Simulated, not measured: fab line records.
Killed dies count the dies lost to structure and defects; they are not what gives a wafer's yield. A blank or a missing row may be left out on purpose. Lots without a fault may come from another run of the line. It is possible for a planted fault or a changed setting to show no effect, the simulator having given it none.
Struck lot and sound lot, side by side | flow nand_harc | 21 out of 1159 route steps
Sound: wafers L169.2, L169.3, L169.4. Struck: wafers L189.2, L189.4, L189.5. Last of all comes the cause.
Per side, at each step with rows, come the tool, then ch with its chambers, and then its first start. Under that, the readings that differ: sound wafers | struck wafers | difference of the means | sigmas: that difference in standard deviations of wafers without a fault.
alike: a reading whose means differ by less than 2 such deviations, as well as words and numbers matching on both sides. not compared: withheld readings; readings where some wafer has no value; bounds like >300 that might hide an equal value; numbers whose values overlap and for which the record gives no deviation.
A row with sigmas, a row that says differs or no value, or rows on one side alone: a step with any of these is where the two part. Numbers that don't overlap but have no deviation are shown without sigmas and don't part them. A reading that every wafer of one side lacks parts them only if that side has two wafers or more.

NHARC_A_CONTACT_CVD_19: deposits W, target thk 300 nm, time 802 s.
  sound on cvd_w-01 ch 0,1; struck on cvd_w-01 ch 0,1
  alike: heater_power_w, throttle_valve_pct
NHARC_A_CONTACT_CMP_20: polishes, t overpolish 30 s, target thk 300 nm.
  sound on cmp-03 ch 0,2,3, day 22 01:48; struck on cmp-04 ch 0,1,2, day 24 13:26
  alike: motor_current_A, overpolish_run_s, slurry_flow_ml_min, time_to_endpoint_s
following that, these wafers have no rows for 1 step: NHARC_A_CONTACT_SRD_22.
NHARC_A_CONTACT_INSPECT_23:
  sound on defect_inspect-01 at day 22 02:13; struck on defect_inspect-02 at day 24 13:47
  reading          | sound       | struck      | difference | sigmas
  raw_defect_count | 521 689 579 | 318 343 402 | -242       | -2
then, 7 steps without rows for these wafers: NHARC_A_BLC_DEHYDRATE_00 (time 120 s); NHARC_A_BLC_HMDS_01 (time 30 s); NHARC_A_BLC_COAT_02 (time 75 s); NHARC_A_BLC_COAT_03 (time 65 s); NHARC_A_BLC_COAT_04 (resist thk 90 nm); NHARC_A_BLC_SOFTBAKE_05 (time 55 s); NHARC_A_BLC_EBR_06.
NHARC_A_BLC_EXPOSE_07: exposes mask A BLC, target cd 100 nm.
  sound on arfi_scanner-01 ch 0, day 22 02:27; struck on arfi_scanner-01 ch 0, day 24 14:10
  reading              | sound             | struck            | difference | sigmas
  exposure_dose_mJ_cm2 | 67.97 67.93 67.96 | 69.63 69.62 69.57 | +1.65      | +25
  alike: mask
then, 2 steps without rows for these wafers: NHARC_A_BLC_PEB_08 (peb time 65 s); NHARC_A_BLC_DEVELOP_09 (develop time 35 s).
NHARC_A_BLC_CD_MEAS_10 targets a cd of 100 nm.
  sound on cd_sem-02 ch 0, day 22 02:35; struck on cd_sem-02 ch 0, day 24 14:18
  reading    | sound          | struck            | difference | sigmas
  cd_nm (nm) | 98.8 99.2 99.2 | 100.7 100.3 101.7 | +1.8       | +3
NHARC_A_BLC_OVL_MEAS_11:
  sound on overlay-02 at day 22 02:41; struck on overlay-01 at day 24 14:23
  alike: overlay_x_nm, overlay_y_nm
NHARC_A_BLC_INSPECT_12:
  sound on defect_inspect-01 at day 22 02:43; struck on defect_inspect-01 at day 24 14:26
  alike: raw_defect_count
NHARC_A_BLC_DESCUM_15: chemistry O2, time 3 s.
  sound on rie_diel-12 ch 0,1,2, day 22 02:47; struck on rie_diel-12 ch 1,2,3, day 24 14:29
  reading                | sound             | struck          | difference | sigmas
  model.A_BLC.cd_nm (nm) | 98.99 99.52 99.58 | 101.1 101 101.1 | +1.7       |
  alike: drypump_motor_current_A, oes_product_au, rf_vpp_V, showerhead_plenum_p_Torr, throttle_valve_pct
  not compared: rf_hours_counter_h
NHARC_A_BLC_ETCH_16: etches the open film in CF4, target depth 39 nm, time 65 s.
  sound on rie_diel-12 ch 0,1,3, day 22 02:52; struck on rie_diel-12 ch 0,1,2, day 24 14:35
  reading                | sound             | struck            | difference | sigmas
  model.A_BLC.cd_nm (nm) | 98.94 99.49 99.81 | 101.1 101.1 101.2 | +1.7       |
  alike: drypump_motor_current_A, oes_product_au, rf_vpp_V, showerhead_plenum_p_Torr, throttle_valve_pct
  not compared: rf_hours_counter_h
NHARC_A_BLC_ETCH_17: etches the open film in N2/H2, target depth 390 nm, time 609.38 s.
  sound on rie_diel-12 ch 0,1,3; struck on rie_diel-12 ch 0,1
  alike: drypump_motor_current_A, oes_product_au, rf_vpp_V, showerhead_plenum_p_Torr, throttle_valve_pct
  not compared: rf_hours_counter_h
NHARC_END_SORT_01:
  the record has rows for the sound wafers here (prober-01 ch 0, day 24 21:00) and none for the struck ones

== WHERE THEY PART ==
At NHARC_A_CONTACT_INSPECT_23 first; at NHARC_END_SORT_01 last (within this record only).

WHY: what had been put in by the simulator
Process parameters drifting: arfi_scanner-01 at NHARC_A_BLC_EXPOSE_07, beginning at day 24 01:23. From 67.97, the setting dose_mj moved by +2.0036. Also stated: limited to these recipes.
